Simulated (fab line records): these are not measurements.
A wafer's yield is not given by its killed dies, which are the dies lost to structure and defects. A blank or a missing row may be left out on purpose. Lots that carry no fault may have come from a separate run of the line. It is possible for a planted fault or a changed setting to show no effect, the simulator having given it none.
What tool caused it?	flow nand_harc	12 lots with 36 wafers sampled at 7 steps, on a route of 1302 steps

## WHAT THE GAUGES READ, wafer by wafer
NHARC_P_ZERO_WELL_CD_MEAS_37 targets a cd of 720 nm.
lot	measured	on	cd_nm (nm)
L673	day 2 20:14	cd_sem-01	723.1 722.7 719.9
L674	day 3 06:07	cd_sem-03	717.9 720.5 716.8
L675	day 3 16:16	cd_sem-02	717.9 720.6 719.7
L676	day 4 02:23	cd_sem-02	725.2 720.4 718.5
L677	day 4 12:04	cd_sem-03	721.0 719.7 719.8
L679	day 5 08:08	cd_sem-02	724.9 721.1 724.5
L680	day 5 18:08	cd_sem-03	717.5 723.1 718.5
L682	day 6 14:08	cd_sem-01	718.7 717.1 721.4
L683	day 7 00:19	cd_sem-01	718.8 721.3 718.8
L684	day 7 10:05	cd_sem-02	719.8 724.0 722.8
L685	day 7 20:12	cd_sem-01	724.4 719.9 717.8
L687	day 8 16:01	cd_sem-03	720.6 725.4 724.9

NHARC_P_ZERO_WELL_CD_MEAS_52 targets a cd of 2000 nm.
lot	measured	on	cd_nm (nm)
L673	day 2 21:52	cd_sem-03	2005.5 2003.4 2000.8
L674	day 3 07:45	cd_sem-02	2000.6 1997.4 2003.9
L675	day 3 17:59	cd_sem-01	1997.9 1996.9 2000.8
L676	day 4 04:02	cd_sem-01	2000.7 2001.1 1998.6
L677	day 4 13:35	cd_sem-01	1998.3 1996.8 1997.1
L679	day 5 09:40	cd_sem-03	1997.5 2000.6 1996.7
L680	day 5 19:46	cd_sem-03	2005.0 2001.8 2002.5
L682	day 6 15:47	cd_sem-03	1999.7 2000.5 1998.9
L683	day 7 01:57	cd_sem-02	1998.0 2002.8 2003.5
L684	day 7 11:46	cd_sem-03	2000.2 2001.7 1999.9
L685	day 7 21:47	cd_sem-02	1999.6 2000.6 1998.7
L687	day 8 17:41	cd_sem-02	2001.4 2001.4 2001.8

NHARC_P_STI_CD_MEAS_09 targets a cd of 200 nm.
lot	measured	on	cd_nm (nm)
L673	day 3 18:21	cd_sem-02	203 202 199
L674	day 4 02:17	cd_sem-03	195 196 201
L675	day 4 12:31	cd_sem-02	194 202 197
L676	day 4 22:28	cd_sem-02	200 196 197
L677	day 5 07:20	cd_sem-01	204 201 195
L679	day 6 01:59	cd_sem-01	195 194 195
L680	day 6 13:34	cd_sem-01	204 201 201
L682	day 7 11:50	cd_sem-02	202 200 203
L683	day 7 21:36	cd_sem-01	200 205 202
L684	day 8 05:35	cd_sem-02	200 196 201
L685	day 8 16:11	cd_sem-02	221 214 215
L687	day 9 13:34	cd_sem-02	203 200 195

NHARC_P_STI_OCD_MEAS_17.
lot	measured	on	trench_depth_nm (nm)	trench_foot_cd_nm (nm)
L673	day 3 19:08	ocd-01	299 312 295	162 159 158
L674	day 4 03:04	ocd-02	303 288 292	152 155 161
L675	day 4 13:18	ocd-02	297 292 290	152 162 157
L676	day 4 23:15	ocd-02	298 292 289	158 156 157
L677	day 5 08:07	ocd-02	307 293 298	160 159 153
L679	day 6 02:47	ocd-01	296 292 310	153 153 152
L680	day 6 14:21	ocd-02	293 305 292	163 159 161
L682	day 7 12:37	ocd-02	291 290 301	161 159 161
L683	day 7 22:23	ocd-02	303 304 303	158 162 160
L684	day 8 06:22	ocd-02	308 298 290	157 154 160
L685	day 8 16:59	ocd-01	307 304 302	179 172 173
L687	day 9 14:20	ocd-01	296 301 302	161 158 153

NHARC_END_SORT_01.
lot	measured	on	killed_at_array	killed_at_other	killed_at_periphery	killed_dies	killed_open	killed_short
L677	day 26 16:24	prober-01	53 62 57	3 1 1	3 1 2	59 64 60	4 4 2	3 3 4
L685	day 30 08:39	prober-01	41 45 23	1 0 0	5 1 4	47 46 27	5 5 1	5 2 2

## WHICH TOOL RAN EACH LOT (tool, then ch and the chambers of the sampled wafers, then the start)
lot	NHARC_P_ZERO_WELL_ETCH_62	NHARC_P_STI_EXPOSE_06
L673	rie_diel-12 ch 0,1,2, day 2 20:14 or earlier	krf_scanner-04 ch 0, day 3 18:12
L674	rie_diel-05 ch 0,1, day 3 06:07 or earlier	krf_scanner-03 ch 0, day 4 02:08
L675	rie_diel-12 ch 1,2, day 3 16:16 or earlier	krf_scanner-03 ch 0, day 4 12:22
L676	rie_diel-05 ch 0,1, day 4 02:23 or earlier	krf_scanner-04 ch 0, day 4 22:19
L677	rie_diel-12 ch 0,1, day 4 12:04 or earlier	krf_scanner-03 ch 0, day 5 07:11
L679	rie_diel-05 ch 0,1,2, day 5 08:08 or earlier	krf_scanner-04 ch 0, day 6 01:50
L680	rie_diel-12 ch 0,1,3, day 5 18:08 or earlier	krf_scanner-04 ch 0, day 6 13:25
L682	rie_diel-05 ch 0,1,2, day 6 14:08 or earlier	krf_scanner-03 ch 0, day 7 11:41
L683	rie_diel-12 ch 0,2,3, day 7 00:19 or earlier	krf_scanner-01 ch 0, day 7 21:27
L684	rie_diel-06 ch 0,2, day 7 10:05 or earlier	krf_scanner-03 ch 0, day 8 05:26
L685	rie_diel-12 ch 0,2, day 7 20:12 or earlier	krf_scanner-04 ch 0, day 8 16:02
L687	rie_diel-06 ch 0,2,3, day 8 16:01 or earlier	krf_scanner-03 ch 0, day 9 13:25
- NHARC_P_ZERO_WELL_ETCH_62: etches the open film in CHF3/Ar, target depth 13 nm, time 6.5 s.
- NHARC_P_STI_EXPOSE_06: exposes mask P STI, target cd 200 nm.

## AS READ BY THE TOOLS THEMSELVES (means over the sampled wafers that have a number; for cases with no such wafer, the mark the record gives instead)
NHARC_P_ZERO_WELL_ETCH_62.
lot	tool	chf3_flow_sccm (sccm)	drypump_motor_current_A (A)	oes_product_au (a.u.)	rf_vpp_V (V)	showerhead_plenum_p_Torr (Torr)	throttle_valve_pct (%)
L673	rie_diel-12	49.99	5.9	0.957	372.4	2.41	20.219
L674	rie_diel-05	49.92	5.9	0.983	369.3	2.27	20.217
L675	rie_diel-12	50.00	6.0	0.991	371.9	2.40	20.216
L676	rie_diel-05	49.84	6.1	0.983	372.5	2.46	20.218
L677	rie_diel-12	49.97	6.2	0.960	372.3	2.38	20.215
L679	rie_diel-05	49.98	5.9	0.958	370.0	2.34	20.223
L680	rie_diel-12	50.12	5.8	0.959	371.4	2.39	20.219
L682	rie_diel-05	50.10	5.9	0.961	370.2	2.33	20.211
L683	rie_diel-12	49.93	5.5	0.945	372.2	2.41	20.221
L684	rie_diel-06	50.13	5.6	0.970	373.0	2.41	20.226
L685	rie_diel-12	49.96	5.6	0.943	371.9	2.42	20.210
L687	rie_diel-06	49.90	5.5	0.965	371.1	2.38	20.211

## THE ANSWER, worked out from the rows above alone
Rule: what is usual is taken from the lots themselves. Put in order of their means at a reading, lots are off if they are a third of the lots or fewer, leave a main group of 4 or more, and stand apart from it by a gap of 3 or more times the standard deviation of the main group's means; of several such gaps the widest counts. Not used: any main group whose means are identical at the precision the tables above print for the reading. A lot without any number at a reading at which 4 lots or more have one is off too. Any other lot the step has rows for is counted as sound. After the gauges, taken in route order, come the tools' own readings; for these a lot's mean is taken, as printed above. The first step at which some lot is off is used, and at that step the reading that is off furthest; a lot without a number counts as furthest.
Off, at NHARC_P_STI_CD_MEAS_09 on cd_nm: L685. The main group has a mean of 199 nm with a standard deviation of 2.3.
A tool fits if, at a process step before that reading, it ran every lot that is off, and no sound lot after the first of them. Not tried: the gauges at NHARC_P_STI_CD_MEAS_09; whatever is off there is also off at NHARC_P_STI_OCD_MEAS_17, on other tools, and gauge error can't account for it. NHARC_P_ZERO_WELL_ETCH_62: start missing for some lots; hours and lot order therefore follow NHARC_P_ZERO_WELL_CD_MEAS_37. This does not decide it: 2 tools fit, namely rie_diel-12 at NHARC_P_ZERO_WELL_ETCH_62 and krf_scanner-04 at NHARC_P_STI_EXPOSE_06.

## WHAT HAD BEEN PUT IN BY THE SIMULATOR
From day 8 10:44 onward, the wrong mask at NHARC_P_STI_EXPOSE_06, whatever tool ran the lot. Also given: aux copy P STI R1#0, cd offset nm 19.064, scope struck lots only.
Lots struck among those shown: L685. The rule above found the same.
